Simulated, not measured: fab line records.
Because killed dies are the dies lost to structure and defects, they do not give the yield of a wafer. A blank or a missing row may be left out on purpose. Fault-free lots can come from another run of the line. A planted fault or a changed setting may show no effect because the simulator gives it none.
A lot that was struck, set against a sound lot + flow nand harc + 43 out of 1159 route steps
Sound: wafers L183.2, L183.3, L183.4. Wafers struck: L189.1, L189.5, L189.6. At the end, the cause is stated.
At each step with rows: each side's tool, then ch and its chambers, then its first start. Under that, the readings that differ: sound wafers + struck wafers + difference of the means + sigmas: that difference in standard deviations of wafers without a fault.
alike: same words and numbers on both sides, and readings whose means sit less than 2 such deviations apart. not compared: any withheld reading, any reading some wafer has no value for, any bound like >300 that may hide the same value, and any number with overlapping values for which the record gives no deviation.
The two part at a step that has a row with sigmas, a row that says differs or no value, or rows on one side only. Numbers that don't overlap but have no deviation are shown without sigmas and don't part them. A reading missing from all wafers of one side parts the sides only when that side holds two or more wafers.

NHARC_P_GATE_CD_MEAS_46: the cd target is 720 nm.
  sound on cd sem-03 ch 0, day 4 21:59; struck on cd sem-01 ch 0, day 6 21:14
  alike: cd nm
then, 3 steps without rows for these wafers: NHARC_P_GATE_HARDBAKE_47 (time 80 s); NHARC_P_GATE_DESCUM_48 (chemistry O2, time 3 s); NHARC_P_GATE_IMPLANT_49.
NHARC_P_GATE_STRIP_111: strips in N2/H2, time 250 s.
  sound on plasma asher-02 ch 0,1, day 4 22:34; struck on plasma asher-01 ch 0,1, day 6 21:46
  alike: drypump motor current A, heater power w
  not compared: rf hours counter h
then, 7 steps without rows for these wafers: NHARC_P_GATE_STRIP_75 (strips in O2); NHARC_P_GATE_STRIP_50 (strips in SPM, time 900 s); NHARC_P_GATE_DEHYDRATE_51 (time 120 s); NHARC_P_GATE_HMDS_52 (time 30 s); NHARC_P_GATE_COAT_53; NHARC_P_GATE_SOFTBAKE_54 (time 95 s); NHARC_P_GATE_EBR_55.
NHARC_P_GATE_EXPOSE_56: exposes mask P PSD, target cd 720 nm.
  sound on krf scanner-02 ch 0, day 4 23:28; struck on krf scanner-01 ch 0, day 6 22:50
| reading                        | sound             | struck            | difference | sigmas |
|--------------------------------|-------------------|-------------------|------------|--------|
| model.P_GATE.overlay x nm (nm) | -1.21 -1.21 -1.21 | 89.26 89.26 89.26 | +90.47     |        |
  alike: mask
then, 2 steps without rows for these wafers: NHARC_P_GATE_PEB_57 (peb time 85 s); NHARC_P_GATE_DEVELOP_58 (time 70 s).
NHARC_P_GATE_CD_MEAS_59: the cd target is 720 nm.
  sound on cd sem-03 ch 0, day 4 23:37; struck on cd sem-02 ch 0, day 6 22:59
  alike: cd nm
then, 1 step without rows for these wafers: NHARC_P_GATE_HARDBAKE_60 (time 80 s).
NHARC_P_GATE_DESCUM_61: chemistry O2, time 3 s.
  sound on rie diel-13 ch 0,1,2, day 4 23:46; struck on rie diel-13 ch 0,1,3, day 6 23:11
  alike: drypump motor current A, oes product au, rf vpp V, showerhead plenum p Torr, throttle valve pct
  not compared: rf hours counter h
next, for these wafers, 1 step has no rows: NHARC_P_GATE_IMPLANT_62.
NHARC_P_GATE_STRIP_112: strips in N2/H2, time 200 s.
  sound on plasma asher-02 ch 0,1, day 5 00:08; struck on plasma asher-01 ch 0,1, day 6 23:34
  alike: drypump motor current A, heater power w
  not compared: rf hours counter h
then, 10 steps without rows for these wafers: NHARC_P_GATE_STRIP_76 (strips in O2); NHARC_P_GATE_STRIP_63 (strips in SPM, time 900 s); NHARC_P_GATE_DEHYDRATE_83 (time 120 s); NHARC_P_GATE_HMDS_84 (time 30 s); NHARC_P_GATE_COAT_85; NHARC_P_GATE_SOFTBAKE_86 (time 95 s); NHARC_P_GATE_EBR_87; NHARC_P_GATE_EXPOSE_88 (exposes mask P HVN, target cd 2000 nm); NHARC_P_GATE_PEB_89 (peb time 85 s); NHARC_P_GATE_DEVELOP_90 (time 70 s).
NHARC_P_GATE_CD_MEAS_91: the cd target is 2000 nm.
  sound on cd sem-01 ch 0, day 5 01:12; struck on cd sem-03 ch 0, day 7 00:41
  alike: cd nm
then, 3 steps without rows for these wafers: NHARC_P_GATE_HARDBAKE_92 (time 80 s); NHARC_P_GATE_DESCUM_93 (chemistry O2, time 3 s); NHARC_P_GATE_IMPLANT_94.
NHARC_P_GATE_STRIP_113: strips in N2/H2, time 740 s.
  sound on plasma asher-02 ch 0,1, day 5 01:44; struck on plasma asher-01 ch 0,1, day 7 01:22
  alike: drypump motor current A, heater power w
  not compared: rf hours counter h
then, 4 steps without rows for these wafers: NHARC_P_GATE_STRIP_95 (strips in O2); NHARC_P_GATE_STRIP_96 (strips in SPM, time 900 s); NHARC_P_GATE_RTA_64 (time 1 s); NHARC_P_GATE_ETCH_77 (etches SiO2 in dHF, target depth 6 nm).
NHARC_P_GATE_DEGAS_109: time 60 s.
  sound on pvd sputter-01, day 5 03:19; struck on pvd sputter-03, day 7 02:50
  alike: heater power w
then, 2 steps without rows for these wafers: NHARC_P_GATE_PRE_CLEAN_110 (time 30 s); NHARC_P_GATE_SPUTTER_78 (material Ni, target thk 10 nm).
-- break in the record here, with 15 days between the starts of the struck wafers on either side (left off in module P_GATE, picked up again in module END, where the first step shown is number 1159 on the route) --
NHARC_END_SORT_01:
  the record has rows for the struck wafers here (prober-01 ch 0, day 21 18:04) and none for the sound ones

== WHERE THEY PART ==
Only at NHARC_END_SORT_01, within this record.

WHY: what the simulator had put in
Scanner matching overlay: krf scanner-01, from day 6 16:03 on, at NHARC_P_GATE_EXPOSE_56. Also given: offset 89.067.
